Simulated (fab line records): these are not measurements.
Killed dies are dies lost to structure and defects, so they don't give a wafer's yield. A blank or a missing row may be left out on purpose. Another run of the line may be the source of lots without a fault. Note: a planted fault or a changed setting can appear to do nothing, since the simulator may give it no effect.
Which tool was responsible? ; flow n5 finfet ; 24 lots with 72 wafers sampled at 6 steps, on a route of 1938 steps

WHAT THE GAUGES SHOWED, per wafer
N5_WELL_APT_INSPECT_27: inspects for defects (macro).
lot;measured;on;raw defect count
L074;day 1 14:46;defect inspect-01;2 1 3
L075;day 1 21:17;defect inspect-02;1 1 0
L076;day 2 02:53;defect inspect-02;2 4 2
L077;day 2 09:01;defect inspect-01;0 2 2
L078;day 2 15:17;defect inspect-01;2 0 1
L079;day 2 21:08;defect inspect-01;3 1 3
L080;day 3 03:01;defect inspect-01;2 0 3
L081;day 3 09:06;defect inspect-02;2 2 0
L082;day 3 14:55;defect inspect-02;3 8 1
L083;day 3 20:55;defect inspect-01;0 2 4
L084;day 4 03:05;defect inspect-02;3 1 4
L085;day 4 08:52;defect inspect-01;2 2 4
L086;day 4 15:14;defect inspect-01;1 1 2
L087;day 4 20:44;defect inspect-02;0 3 2
L088;day 5 03:26;defect inspect-02;4 0 1
L089;day 5 09:07;defect inspect-02;0 3 1
L090;day 5 14:54;defect inspect-01;4 1 0
L091;day 5 21:01;defect inspect-01;0 4 2
L092;day 6 03:37;defect inspect-02;2 1 2
L093;day 6 09:18;defect inspect-01;3 2 5
L094;day 6 15:09;defect inspect-01;2 1 4
L095;day 6 20:56;defect inspect-02;2 3 1
L096;day 7 02:53;defect inspect-01;3 0 0
L097;day 7 09:14;defect inspect-02;3 0 1

N5_FIN_SAQP_CD_MEAS_31 targets a cd of 8 nm.
lot;measured;on;cd nm (nm)
L074;day 2 01:04;cd sem-02;8.00 8.27 8.22
L075;day 2 08:00;cd sem-02;8.08 8.07 8.17
L076;day 2 15:49;cd sem-01;8.10 7.78 8.30
L077;day 2 19:34;cd sem-03;8.49 7.97 7.90
L078;day 3 01:58;cd sem-02;8.11 7.56 8.44
L079;day 3 08:44;cd sem-03;7.87 8.34 8.41
L080;day 3 14:04;cd sem-01;8.11 8.15 8.07
L081;day 3 21:08;cd sem-01;7.95 8.06 7.86
L082;day 4 01:18;cd sem-01;8.24 8.27 8.20
L083;day 4 07:46;cd sem-03;8.33 8.28 7.48
L084;day 4 13:27;cd sem-03;8.24 8.74 7.79
L085;day 4 21:34;cd sem-02;7.90 8.20 7.92
L086;day 5 01:53;cd sem-01;8.08 7.57 7.90
L087;day 5 09:39;cd sem-03;8.04 8.10 8.32
L088;day 5 14:13;cd sem-03;8.36 8.44 8.31
L089;day 5 20:28;cd sem-02;7.55 8.23 8.25
L090;day 6 01:59;cd sem-01;7.97 8.04 7.92
L091;day 6 07:23;cd sem-03;8.09 8.20 8.20
L092;day 6 14:07;cd sem-02;7.89 7.67 7.83
L093;day 6 20:08;cd sem-03;7.89 8.06 8.04
L094;day 7 02:23;cd sem-02;7.85 8.56 8.24
L095;day 7 08:43;cd sem-03;8.24 8.00 8.54
L096;day 7 13:51;cd sem-01;8.01 7.85 8.13
L097;day 7 20:13;cd sem-01;8.30 7.66 8.15

N5_FIN_SAQP_CD_MEAS_37 targets a cd of 8 nm.
lot;measured;on;cd nm (nm)
L074;day 2 01:40;cd sem-02;7.49 7.99 8.07
L075;day 2 08:28;cd sem-02;8.30 8.40 8.05
L076;day 2 16:18;cd sem-02;8.76 8.35 7.71
L077;day 2 20:15;cd sem-02;8.51 7.93 7.82
L078;day 3 02:25;cd sem-03;8.23 8.34 7.90
L079;day 3 09:11;cd sem-02;7.91 8.05 8.11
L080;day 3 14:32;cd sem-03;8.26 8.18 7.82
L081;day 3 21:35;cd sem-02;8.45 8.56 8.48
L082;day 4 01:46;cd sem-03;8.59 8.24 8.20
L083;day 4 08:32;cd sem-02;8.14 8.18 8.48
L084;day 4 13:59;cd sem-02;7.65 7.97 7.81
L085;day 4 22:01;cd sem-03;8.24 8.33 8.33
L086;day 5 02:26;cd sem-02;7.80 7.95 8.24
L087;day 5 10:21;cd sem-03;8.22 8.36 8.10
L088;day 5 14:43;cd sem-02;8.64 8.32 7.95
L089;day 5 20:56;cd sem-02;8.38 8.22 8.24
L090;day 6 02:35;cd sem-02;8.64 8.28 8.07
L091;day 6 07:51;cd sem-02;8.03 8.18 8.46
L092;day 6 14:35;cd sem-02;8.58 8.25 8.34
L093;day 6 20:36;cd sem-01;7.99 7.92 8.35
L094;day 7 02:50;cd sem-03;7.97 8.11 7.84
L095;day 7 09:11;cd sem-03;8.07 8.05 8.44
L096;day 7 14:18;cd sem-01;8.38 7.84 8.08
L097;day 7 20:40;cd sem-02;8.44 8.06 8.14

WHICH TOOL RAN EACH LOT (tool, then ch and the chambers of the sampled wafers, then the start)
lot;N5_FIN_SAQP_ETCH_52;N5_FIN_SAQP_MANDREL1_REMOVE_56;N5_FIN_SAQP_ETCH_64
L074;rie diel-02 ch 0,2,3, day 1 21:25;rie si-01 ch 1,2, day 1 23:17;rie si-04 ch 2,3, day 2 01:32
L075;rie diel-01 ch 0,1,2, day 2 03:57;rie si-01 ch 0,2,3, day 2 05:46;rie si-04 ch 0,1,2, day 2 08:19
L076;rie diel-04 ch 0,3, day 2 10:29;rie si-01 ch 2,3, day 2 13:26;rie si-01 ch 2,3, day 2 16:09
L077;rie diel-02 ch 0,1,2, day 2 15:49;rie si-04 ch 0,1,2, day 2 17:45;rie si-04 ch 1,3, day 2 20:07
L078;rie diel-01 ch 0,2,3, day 2 21:58;rie si-03 ch 2,3, day 2 23:46;rie si-04 ch 1,3, day 3 02:17
L079;rie diel-04 ch 1,2, day 3 04:22;rie si-01 ch 2,3, day 3 07:01;rie si-03 ch 0,1,2, day 3 09:02
L080;rie diel-01 ch 0,2,3, day 3 09:50;rie si-03 ch 1,2,3, day 3 12:25;rie si-03 ch 1,2,3, day 3 14:24
L081;rie diel-02 ch 2,3, day 3 17:13;rie si-04 ch 1,2, day 3 19:19;rie si-01 ch 1,3, day 3 21:27
L082;rie diel-02 ch 1,3, day 3 21:47;rie si-01 ch 0,1,2, day 3 23:36;rie si-03 ch 0,3, day 4 01:37
L083;rie diel-04 ch 2,3, day 4 03:54;rie si-03 ch 0,2,3, day 4 06:02;rie si-04 ch 0,1,2, day 4 08:24
L084;rie diel-02 ch 0,2,3, day 4 09:56;rie si-01 ch 2,3, day 4 11:45;rie si-03 ch 1,2,3, day 4 13:51
L085;rie diel-02 ch 0,1,2, day 4 17:17;rie si-03 ch 0,1,3, day 4 19:29;rie si-01 ch 0,2,3, day 4 21:53
L086;rie diel-01 ch 0,2,3, day 4 22:16;rie si-03 ch 0,1,3, day 5 00:11;rie si-01 ch 0,2, day 5 02:18
L087;rie diel-01 ch 1,3, day 5 05:41;rie si-03 ch 0,3, day 5 07:54;rie si-01 ch 1,2, day 5 10:12
L088;rie diel-04 ch 0,2,3, day 5 10:33;rie si-01 ch 1,2,3, day 5 12:31;rie si-03 ch 0,1,2, day 5 14:35
L089;rie diel-01 ch 0,1,2, day 5 16:40;rie si-01 ch 0,2,3, day 5 18:32;rie si-01 ch 0,2,3, day 5 20:47
L090;rie diel-01 ch 1,2,3, day 5 21:50;rie si-01 ch 0,1,3, day 5 23:58;rie si-01 ch 0,1,2, day 6 02:27
L091;rie diel-02 ch 0,2,3, day 6 03:37;rie si-03 ch 0,2,3, day 6 05:29;rie si-03 ch 1,2,3, day 6 07:43
L092;rie diel-02 ch 0,2, day 6 10:37;rie si-01 ch 0,1,2, day 6 12:26;rie si-01 ch 0,2, day 6 14:28
L093;rie diel-02 ch 0,1,3, day 6 16:36;rie si-04 ch 1,2, day 6 18:29;rie si-03 ch 1,2, day 6 20:28
L094;rie diel-02 ch 0,2,3, day 6 22:41;rie si-04 ch 1,2,3, day 7 00:38;rie si-01 ch 1,2,3, day 7 02:42
L095;rie diel-04 ch 1,2,3, day 7 04:31;rie si-03 ch 1,3, day 7 06:33;rie si-01 ch 0,1,2, day 7 09:02
L096;rie diel-01 ch 1,2,3, day 7 10:00;rie si-01 ch 1,2, day 7 12:08;rie si-01 ch 1,2,3, day 7 14:10
L097;rie diel-04 ch 0,2,3, day 7 16:35;rie si-03 ch 1,2,3, day 7 18:24;rie si-03 ch 0,2,3, day 7 20:31
- N5_FIN_SAQP_ETCH_52: etches SOC in N2/H2, target depth 100 nm, overetch 20 nm, time 150 s.
- N5_FIN_SAQP_MANDREL1_REMOVE_56: chemistry HBr/Cl2/O2, target a-Si, stops on SiNx, bt time 10 s.
- N5_FIN_SAQP_ETCH_64: etches SiO2 in CF4, target depth 1.5 nm.

WHAT THE TOOLS THEMSELVES READ (means of the sampled wafers that have a number; where no wafer has one, the mark that the record gives instead)
N5_FIN_SAQP_ETCH_52.
lot;tool;drypump motor current A (A);h2 flow sccm (sccm);oes product au (a.u.);rf vpp V (V);showerhead plenum p Torr (Torr);throttle valve pct (%)
L074;rie diel-02;5.2;200.5;0.71;522.9;2.52;17.92
L075;rie diel-01;5.9;200.5;0.67;523.0;2.50;17.84
L076;rie diel-04;5.5;200.1;0.67;525.7;2.61;18.11
L077;rie diel-02;5.3;200.0;0.67;522.3;2.50;17.93
L078;rie diel-01;5.9;199.8;0.67;524.8;2.57;17.92
L079;rie diel-04;5.3;199.9;0.65;525.2;2.59;18.30
L080;rie diel-01;5.9;199.8;0.67;523.9;2.57;17.94
L081;rie diel-02;4.9;199.9;0.69;522.7;2.52;17.92
L082;rie diel-02;5.1;199.6;0.67;523.5;2.54;17.85
L083;rie diel-04;5.6;199.7;0.68;525.6;2.61;18.32
L084;rie diel-02;5.2;200.4;0.68;523.1;2.51;17.96
L085;rie diel-02;5.3;199.6;0.66;522.3;2.49;17.95
L086;rie diel-01;5.9;200.1;0.66;524.0;2.56;17.95
L087;rie diel-01;6.2;200.3;0.74;525.9;2.61;18.14
L088;rie diel-04;5.5;199.7;0.75;524.5;2.60;18.11
L089;rie diel-01;5.9;200.4;0.75;525.2;2.59;17.74
L090;rie diel-01;6.0;199.8;0.78;526.1;2.62;17.83
L091;rie diel-02;5.2;200.5;0.68;522.8;2.50;17.99
L092;rie diel-02;5.2;200.2;0.67;521.5;2.46;18.07
L093;rie diel-02;5.3;200.2;0.75;523.9;2.52;17.77
L094;rie diel-02;5.2;199.9;0.67;523.2;2.50;17.99
L095;rie diel-04;5.3;200.1;0.73;524.3;2.56;17.99
L096;rie diel-01;6.0;200.4;0.75;525.5;2.61;17.85
L097;rie diel-04;5.5;200.1;0.79;524.1;2.59;17.99

N5_FIN_SAQP_MANDREL1_REMOVE_56.
lot;tool;drypump motor current A (A);oes product au (a.u.);throttle valve pct (%)
L074;rie si-01;5.5;1.012;36.76
L075;rie si-01;5.4;1.004;36.65
L076;rie si-01;5.5;1.005;36.51
L077;rie si-04;5.9;1.009;36.45
L078;rie si-03;5.6;0.988;37.07
L079;rie si-01;5.5;1.006;36.51
L080;rie si-03;5.7;0.992;37.02
L081;rie si-04;5.9;0.997;36.42
L082;rie si-01;5.5;1.010;36.70
L083;rie si-03;5.3;1.011;37.04
L084;rie si-01;5.5;1.008;36.51
L085;rie si-03;5.4;0.994;37.03
L086;rie si-03;5.4;1.000;37.03
L087;rie si-03;5.3;0.990;37.09
L088;rie si-01;5.3;0.993;36.78
L089;rie si-01;5.4;1.008;36.65
L090;rie si-01;5.3;0.997;36.91
L091;rie si-03;5.3;1.006;37.05
L092;rie si-01;5.5;0.997;36.77
L093;rie si-04;6.0;0.990;36.35
L094;rie si-04;5.9;0.993;36.69
L095;rie si-03;5.7;1.004;37.01
L096;rie si-01;5.6;0.990;36.64
L097;rie si-03;5.7;1.002;37.01

N5_FIN_SAQP_ETCH_64.
lot;tool;drypump motor current A (A);oes product au (a.u.);throttle valve pct (%)
L074;rie si-04;6.1;0.992;21.76
L075;rie si-04;5.9;0.993;21.62
L076;rie si-01;5.5;1.007;21.55
L077;rie si-04;5.7;1.011;21.84
L078;rie si-04;5.7;1.012;22.04
L079;rie si-03;5.5;1.006;22.00
L080;rie si-03;5.7;1.004;22.00
L081;rie si-01;5.1;1.005;21.93
L082;rie si-03;5.2;0.992;21.91
L083;rie si-04;5.9;0.995;21.60
L084;rie si-03;5.7;0.997;21.99
L085;rie si-01;5.4;1.019;21.68
L086;rie si-01;5.6;1.021;21.61
L087;rie si-01;5.5;0.977;21.72
L088;rie si-03;5.5;0.999;21.99
L089;rie si-01;5.4;1.014;21.68
L090;rie si-01;5.5;0.998;21.68
L091;rie si-03;5.7;1.010;21.99
L092;rie si-01;5.6;1.008;21.49
L093;rie si-03;5.8;1.010;22.05
L094;rie si-01;5.3;0.997;21.74
L095;rie si-01;5.5;0.994;21.67
L096;rie si-01;5.3;0.993;21.74
L097;rie si-03;5.4;0.999;21.90

THE ANSWER, worked out from the rows above alone
Rule: what is usual is taken from the lots themselves. Put in order of their means at a reading, lots are off if they are a third of the lots or fewer, leave a main group of 4 or more, and stand apart from it by a gap of 3 or more times the standard deviation of the main group's means; of several such gaps the widest counts. The tables above print the reading to a certain number of digits; a main group whose means all agree to those digits is not used. A lot without any number at a reading at which 4 lots or more have one is off too. Where the step has rows for the other lots, those lots are counted as sound. First the gauges in route order, then the tools' own readings, where a lot's mean is used as printed above. The first step at which some lot is off is used, and at that step the reading that is off furthest; a lot without a number counts as furthest.
No lot is off at any reading shown: from this, nothing can be told.

WHAT HAD BEEN PUT IN BY THE SIMULATOR
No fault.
